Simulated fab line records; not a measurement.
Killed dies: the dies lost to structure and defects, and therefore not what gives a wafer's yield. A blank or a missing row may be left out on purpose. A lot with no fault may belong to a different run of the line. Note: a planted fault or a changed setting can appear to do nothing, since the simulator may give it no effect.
Which tool did it? | flow n5-finfet | 20 lots with 60 wafers sampled at 3 steps, on a route of 1938 steps

== WHAT THE GAUGES READ, wafer by wafer ==
N5_BEOL_M6_INSPECT_13: inspects for defects (brightfield).
lot  | measured     | on                | raw-defect-count
L074 | day 8 10:01  | defect-inspect-01 | 443 374 377
L075 | day 9 01:10  | defect-inspect-02 | 424 342 369
L077 | day 9 01:34  | defect-inspect-02 | 399 410 350
L076 | day 9 16:57  | defect-inspect-02 | 318 332 309
L078 | day 11 09:52 | defect-inspect-02 | 391 298 360
L079 | day 9 23:08  | defect-inspect-01 | 384 343 431
L081 | day 10 01:25 | defect-inspect-02 | 535 300 491
L080 | day 10 01:35 | defect-inspect-01 | 330 344 329
L082 | day 11 06:18 | defect-inspect-02 | 456 455 361
L086 | day 12 07:53 | defect-inspect-01 | 462 368 585
L085 | day 12 08:23 | defect-inspect-01 | 282 366 474
L088 | day 12 18:34 | defect-inspect-02 | 318 330 345
L087 | day 13 02:16 | defect-inspect-02 | 478 462 446
L091 | day 14 01:07 | defect-inspect-02 | 348 321 400
L092 | day 14 05:23 | defect-inspect-02 | 345 283 297
L093 | day 14 14:25 | defect-inspect-02 | 404 358 395
L095 | day 14 13:40 | defect-inspect-02 | 371 404 339
L097 | day 14 19:56 | defect-inspect-01 | 406 437 510
L094 | day 14 20:56 | defect-inspect-02 | 304 269 236
L096 | day 15 04:46 | defect-inspect-02 | 407 359 374

== WHICH TOOL RAN EACH LOT (tool, then ch and the chambers of the sampled wafers, then the start) ==
lot  | N5_BEOL_M5_STRIP_91                           | N5_BEOL_M5_ANNEAL_49
L074 | rie-diel-03 ch 0,2, day 8 01:27 or earlier    | pvd-sputter-02, day 8 01:27
L075 | rie-diel-01 ch 1,2,3, day 8 18:20 or earlier  | pvd-sputter-01, day 8 18:20
L077 | rie-diel-02 ch 0,1, day 8 18:52 or earlier    | pvd-sputter-02, day 8 18:52
L076 | rie-diel-02 ch 0,2,3, day 9 06:46 or earlier  | pvd-sputter-03, day 9 06:46
L078 | rie-diel-02 ch 1,2,3, day 9 11:26 or earlier  | pvd-sputter-02, day 9 11:26
L079 | rie-diel-01 ch 0,1,3, day 9 11:53 or earlier  | pvd-sputter-01, day 9 11:53
L081 | rie-diel-01 ch 2,3, day 9 17:52 or earlier    | pvd-sputter-01, day 9 17:52
L080 | rie-diel-02 ch 1,3, day 9 18:05 or earlier    | pvd-sputter-03, day 9 18:05
L082 | rie-diel-03 ch 1,2,3, day 10 23:43 or earlier | pvd-sputter-03, day 10 23:43
L086 | rie-diel-03 ch 0,1,3, day 11 23:55 or earlier | pvd-sputter-03, day 11 23:55
L085 | rie-diel-03 ch 0,2,3, day 12 00:38 or earlier | pvd-sputter-01, day 12 00:38
L088 | rie-diel-01 ch 0,2,3, day 12 11:18 or earlier | pvd-sputter-03, day 12 11:18
L087 | rie-diel-03 ch 0,1, day 12 18:23 or earlier   | pvd-sputter-01, day 12 18:23
L091 | rie-diel-03 ch 0,1,3, day 13 17:14 or earlier | pvd-sputter-01, day 13 17:14
L092 | rie-diel-02 ch 0,2,3, day 13 21:31 or earlier | pvd-sputter-02, day 13 21:31
L093 | rie-diel-02 ch 1,2,3, day 14 04:37 or earlier | pvd-sputter-01, day 14 04:37
L095 | rie-diel-03 ch 1,3, day 14 04:44 or earlier   | pvd-sputter-02, day 14 04:44
L097 | rie-diel-01 ch 0,1, day 14 10:18 or earlier   | pvd-sputter-01, day 14 10:18
L094 | rie-diel-03 ch 1,2,3, day 14 14:16 or earlier | pvd-sputter-03, day 14 14:16
L096 | rie-diel-03 ch 0,2,3, day 14 20:22 or earlier | pvd-sputter-01, day 14 20:22
- N5_BEOL_M5_STRIP_91: strips in N2/H2, time 10 s.
- N5_BEOL_M5_ANNEAL_49: time 1800 s.

== WHAT THE TOOLS THEMSELVES READ (means of the sampled wafers that have a number; where no wafer has one, the mark that the record gives instead) ==
N5_BEOL_M5_STRIP_91.
lot  | tool        | drypump-motor-current-A (A) | n2-flow-sccm (sccm) | oes-product-au (a.u.) | rf-vpp-V (V) | showerhead-plenum-p-Torr (Torr) | temp-c (C) | throttle-valve-pct (%)
L074 | rie-diel-03 | 5.6                         | 200.2               | 0.77                  | 59.8         | 2.53                            | 39.99      | 23.4
L075 | rie-diel-01 | 6.0                         | 199.4               | 0.77                  | 59.9         | 2.54                            | 40.00      | 23.8
L077 | rie-diel-02 | 6.0                         | 199.5               | 0.79                  | 60.3         | 2.47                            | 39.98      | 23.5
L076 | rie-diel-02 | 6.0                         | 199.6               | 0.76                  | 59.6         | 2.47                            | 40.09      | 23.6
L078 | rie-diel-02 | 5.8                         | 199.8               | 0.70                  | 57.9         | 2.41                            | 39.90      | 23.8
L079 | rie-diel-01 | 6.1                         | 199.8               | 0.85                  | 58.9         | 2.52                            | 40.04      | 23.5
L081 | rie-diel-01 | 5.9                         | 200.2               | 0.71                  | 59.0         | 2.55                            | 40.04      | 23.9
L080 | rie-diel-02 | 5.7                         | 199.9               | 0.73                  | 59.4         | 2.41                            | 40.06      | 23.7
L082 | rie-diel-03 | 6.2                         | 200.5               | 0.77                  | 59.2         | 2.53                            | 39.98      | 23.5
L086 | rie-diel-03 | 5.9                         | 200.7               | 0.78                  | 58.7         | 2.54                            | 40.00      | 23.4
L085 | rie-diel-03 | 6.1                         | 199.4               | 0.72                  | 58.6         | 2.54                            | 39.98      | 23.5
L088 | rie-diel-01 | 6.1                         | 200.5               | 0.77                  | 59.0         | 2.56                            | 39.97      | 23.6
L087 | rie-diel-03 | 5.6                         | 200.1               | 0.85                  | 59.4         | 2.50                            | 40.12      | 23.2
L091 | rie-diel-03 | 5.8                         | 199.9               | 0.77                  | 58.7         | 2.53                            | 39.92      | 23.4
L092 | rie-diel-02 | 6.1                         | 200.4               | 0.83                  | 60.0         | 2.56                            | 39.94      | 23.5
L093 | rie-diel-02 | 5.7                         | 199.8               | 0.79                  | 59.7         | 2.50                            | 39.96      | 23.7
L095 | rie-diel-03 | 6.2                         | 199.7               | 0.75                  | 59.0         | 2.55                            | 40.00      | 23.6
L097 | rie-diel-01 | 6.1                         | 200.2               | 0.87                  | 59.0         | 2.50                            | 40.05      | 23.5
L094 | rie-diel-03 | 6.3                         | 199.7               | 0.83                  | 59.9         | 2.52                            | 40.10      | 23.5
L096 | rie-diel-03 | 6.1                         | 200.0               | 0.79                  | 58.9         | 2.53                            | 40.06      | 23.6

N5_BEOL_M5_ANNEAL_49.
lot  | tool           | heater-power-w (W)
L074 | pvd-sputter-02 | 885
L075 | pvd-sputter-01 | 782
L077 | pvd-sputter-02 | 835
L076 | pvd-sputter-03 | 813
L078 | pvd-sputter-02 | 872
L079 | pvd-sputter-01 | 767
L081 | pvd-sputter-01 | 757
L080 | pvd-sputter-03 | 822
L082 | pvd-sputter-03 | 817
L086 | pvd-sputter-03 | 837
L085 | pvd-sputter-01 | 782
L088 | pvd-sputter-03 | 824
L087 | pvd-sputter-01 | 784
L091 | pvd-sputter-01 | 779
L092 | pvd-sputter-02 | 887
L093 | pvd-sputter-01 | 789
L095 | pvd-sputter-02 | 831
L097 | pvd-sputter-01 | 759
L094 | pvd-sputter-03 | 792
L096 | pvd-sputter-01 | 764

== THE ANSWER, worked out from the rows above alone ==
Rule: usual is defined by the lots themselves. The widest of any qualifying gaps counts: lots, ordered by their means at a reading, are off when they make up no more than a third of the lots, leave a main group of 4 or more, and stand apart from it by 3 or more times the standard deviation of that group's means. A main group whose means are all the same, to the digits that the tables above print for the reading, isn't used. A lot without any number at a reading at which 4 lots or more have one is off too. Where the step has rows for the other lots, those lots are counted as sound. After the gauges, taken in route order, come the tools' own readings; for these a lot's mean is taken, as printed above. The first step at which some lot is off is used, and at that step the reading that is off furthest; a lot without a number counts as furthest.
None of the lots is off at any reading shown; this tells nothing.

== WHAT WAS PUT IN BY THE SIMULATOR ==
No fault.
